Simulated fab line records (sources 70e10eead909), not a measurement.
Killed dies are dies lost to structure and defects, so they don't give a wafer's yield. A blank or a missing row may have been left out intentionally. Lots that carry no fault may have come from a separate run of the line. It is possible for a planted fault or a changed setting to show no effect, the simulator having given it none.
Which tool did it? + flow nand-harc + 13 lots, 39 wafers sampled, at 5 steps of a route of 1159

== WHAT EACH GAUGE READ, for each wafer ==
NHARC_A_SIN_REMOVE_INSPECT_04.
| lot  | measured     | on                | raw-defect-count |
|------|--------------|-------------------|------------------|
| L134 | day 15 02:22 | defect-inspect-02 | 471 389 369      |
| L139 | day 15 10:25 | defect-inspect-01 | 291 510 252      |
| L137 | day 15 10:25 | defect-inspect-02 | 290 413 358      |
| L149 | day 18 09:01 | defect-inspect-02 | 296 264 261      |
| L148 | day 18 15:27 | defect-inspect-01 | 245 344 356      |
| L153 | day 19 04:08 | defect-inspect-02 | 365 367 358      |
| L150 | day 19 04:07 | defect-inspect-01 | 493 454 302      |
| L151 | day 19 04:07 | defect-inspect-02 | 364 502 348      |
| L154 | day 19 14:41 | defect-inspect-02 | 290 252 374      |
| L152 | day 20 01:18 | defect-inspect-01 | 436 486 484      |
| L156 | day 20 01:18 | defect-inspect-02 | 259 229 228      |
| L155 | day 20 01:19 | defect-inspect-01 | 285 256 312      |
| L157 | day 20 16:23 | defect-inspect-02 | 212 290 215      |

NHARC_END_SORT_01.
| lot  | measured     | on        | killed-at-array | killed-at-other | killed-at-periphery | killed-dies | killed-open | killed-short |
|------|--------------|-----------|-----------------|-----------------|---------------------|-------------|-------------|--------------|
| L150 | day 24 00:28 | prober-01 | 25 37 36        | 0 1 0           | 5 3 2               | 30 41 38    | 2 1 3       | 3 3 2        |

== EACH LOT AND THE TOOL THAT RAN IT (in order: tool; ch and the chambers of the sampled wafers; start) ==
| lot  | NHARC_A_SLIT_ETCH_24               | NHARC_A_WL_FILL_ALD_00           | NHARC_A_WL_FILL_ALD_10           |
|------|------------------------------------|----------------------------------|----------------------------------|
| L134 | rie-diel-09 ch 0,2,3, day 14 15:25 | ald-hk-04 ch 0,2,3, day 15 02:26 | ald-hk-03 ch 0,1,2, day 15 12:57 |
| L139 | rie-diel-01 ch 0,3, day 14 23:10   | ald-hk-03 ch 0,2, day 15 11:10   | ald-hk-03 ch 0,2,3, day 15 21:19 |
| L137 | rie-diel-07 ch 0,3, day 14 23:31   | ald-hk-03 ch 0,1,2, day 15 11:01 | ald-hk-01 ch 1,2,3, day 15 20:47 |
| L149 | rie-diel-01 ch 0,1,3, day 17 16:53 | ald-hk-03 ch 1,2,3, day 18 10:08 | ald-hk-04 ch 0,1,3, day 19 00:31 |
| L148 | rie-diel-09 ch 1,2,3, day 18 04:26 | ald-hk-01 ch 0,1,2, day 18 18:35 | ald-hk-04 ch 1,2,3, day 19 04:41 |
| L153 | rie-diel-01 ch 1,3, day 18 17:04   | ald-hk-04 ch 0,1,3, day 19 04:31 | ald-hk-03 ch 0,3, day 19 19:35   |
| L150 | rie-diel-07 ch 0,1,2, day 18 17:06 | ald-hk-04 ch 1,2, day 19 04:21   | ald-hk-03 ch 0,2,3, day 19 17:23 |
| L151 | rie-diel-09 ch 1,2,3, day 18 17:08 | ald-hk-04 ch 1,2,3, day 19 04:11 | ald-hk-01 ch 0,1,2, day 19 16:53 |
| L154 | rie-diel-07 ch 0,1,2, day 19 03:36 | ald-hk-03 ch 0,2,3, day 19 14:47 | ald-hk-03 ch 0,1,2, day 20 03:31 |
| L152 | rie-diel-07 ch 0,3, day 19 08:40   | ald-hk-03 ch 0,2,3, day 20 01:27 | ald-hk-04 ch 0,1, day 20 11:51   |
| L156 | rie-diel-09 ch 1,2,3, day 19 08:54 | ald-hk-01 ch 1,2, day 20 01:24   | ald-hk-01 ch 1,2, day 20 11:20   |
| L155 | rie-diel-09 ch 0,1,3, day 19 10:05 | ald-hk-04 ch 0,1,3, day 20 01:24 | ald-hk-03 ch 0,1,2, day 20 11:20 |
| L157 | rie-diel-09 ch 1,3, day 20 05:31   | ald-hk-04 ch 0,1, day 20 16:28   | ald-hk-03 ch 1,2,3, day 21 09:38 |
- NHARC_A_SLIT_ETCH_24: etches the open film in CF4/CHF3, target depth 121 nm, time 60.5 s.
- NHARC_A_WL_FILL_ALD_00: deposits Al2O3, target thk 3 nm, pulse time 3 s, ald cycles 30.
- NHARC_A_WL_FILL_ALD_10: deposits SiO2, target thk 50 nm, pulse time 10 s, ald cycles 500.

== AS READ BY THE TOOLS THEMSELVES (means over the sampled wafers that have a number; for cases with no such wafer, the mark the record gives instead) ==
NHARC_A_SLIT_ETCH_24.
| lot  | tool        | drypump-motor-current-A (A) | oes-product-au (a.u.) | rf-vpp-V (V) | showerhead-plenum-p-Torr (Torr) | throttle-valve-pct (%) |
|------|-------------|-----------------------------|-----------------------|--------------|---------------------------------|------------------------|
| L134 | rie-diel-09 | 5.2                         | 0.974                 | 370          | 1.54                            | 16.803                 |
| L139 | rie-diel-01 | 5.6                         | 0.978                 | 368          | 1.52                            | 16.808                 |
| L137 | rie-diel-07 | 6.3                         | 0.944                 | 368          | 1.54                            | 16.804                 |
| L149 | rie-diel-01 | 5.6                         | 0.956                 | 368          | 1.53                            | 16.800                 |
| L148 | rie-diel-09 | 5.2                         | 0.948                 | 370          | 1.58                            | 16.795                 |
| L153 | rie-diel-01 | 5.5                         | 0.937                 | 370          | 1.53                            | 16.806                 |
| L150 | rie-diel-07 | 5.5                         | 0.963                 | 372          | 1.63                            | 16.806                 |
| L151 | rie-diel-09 | 5.2                         | 0.959                 | 372          | 1.58                            | 16.805                 |
| L154 | rie-diel-07 | 5.4                         | 0.967                 | 373          | 1.63                            | 16.803                 |
| L152 | rie-diel-07 | 5.9                         | 0.942                 | 371          | 1.60                            | 16.807                 |
| L156 | rie-diel-09 | 5.2                         | 0.948                 | 371          | 1.58                            | 16.796                 |
| L155 | rie-diel-09 | 5.1                         | 0.967                 | 371          | 1.58                            | 16.804                 |
| L157 | rie-diel-09 | 5.1                         | 0.964                 | 372          | 1.61                            | 16.787                 |

NHARC_A_WL_FILL_ALD_00.
| lot  | tool      | heater-power-w (W) | precursor-pulse-height-rel |
|------|-----------|--------------------|----------------------------|
| L134 | ald-hk-04 | 486                | 0.995                      |
| L139 | ald-hk-03 | 495                | 1.002                      |
| L137 | ald-hk-03 | 470                | 0.998                      |
| L149 | ald-hk-03 | 485                | 1.001                      |
| L148 | ald-hk-01 | 463                | 1.004                      |
| L153 | ald-hk-04 | 444                | 0.974                      |
| L150 | ald-hk-04 | 418                | 1.000                      |
| L151 | ald-hk-04 | 451                | 1.006                      |
| L154 | ald-hk-03 | 514                | 0.983                      |
| L152 | ald-hk-03 | 511                | 0.984                      |
| L156 | ald-hk-01 | 502                | 1.004                      |
| L155 | ald-hk-04 | 440                | 0.995                      |
| L157 | ald-hk-04 | 465                | 0.981                      |

NHARC_A_WL_FILL_ALD_10.
| lot  | tool      | heater-power-w (W) | precursor-pulse-height-rel |
|------|-----------|--------------------|----------------------------|
| L134 | ald-hk-03 | 472                | 0.999                      |
| L139 | ald-hk-03 | 512                | 1.006                      |
| L137 | ald-hk-01 | 492                | 1.011                      |
| L149 | ald-hk-04 | 438                | 1.012                      |
| L148 | ald-hk-04 | 442                | 0.995                      |
| L153 | ald-hk-03 | 519                | 1.007                      |
| L150 | ald-hk-03 | 514                | 0.988                      |
| L151 | ald-hk-01 | 456                | 1.021                      |
| L154 | ald-hk-03 | 473                | 0.989                      |
| L152 | ald-hk-04 | 426                | 1.005                      |
| L156 | ald-hk-01 | 466                | 0.990                      |
| L155 | ald-hk-03 | 478                | 1.012                      |
| L157 | ald-hk-03 | 484                | 1.012                      |

== THE ANSWER, worked out from the rows above alone ==
Rule: usual is defined by the lots themselves. The widest of any qualifying gaps counts: lots, ordered by their means at a reading, are off when they make up no more than a third of the lots, leave a main group of 4 or more, and stand apart from it by 3 or more times the standard deviation of that group's means. If all means in a main group match to the digits the tables above print for the reading, that group is not used. Also off: a lot with no number at a reading for which 4 or more lots have one. The other lots that the step has rows for count as sound. Order of review: gauges by route order, followed by the tools' own readings, for which a lot's mean as printed above is used. The first step at which some lot is off is used, and at that step the reading that is off furthest; a lot without a number counts as furthest.
Nothing can be told from this: no lot is off at any reading shown.

== WHAT THE SIMULATOR HAD INSERTED ==
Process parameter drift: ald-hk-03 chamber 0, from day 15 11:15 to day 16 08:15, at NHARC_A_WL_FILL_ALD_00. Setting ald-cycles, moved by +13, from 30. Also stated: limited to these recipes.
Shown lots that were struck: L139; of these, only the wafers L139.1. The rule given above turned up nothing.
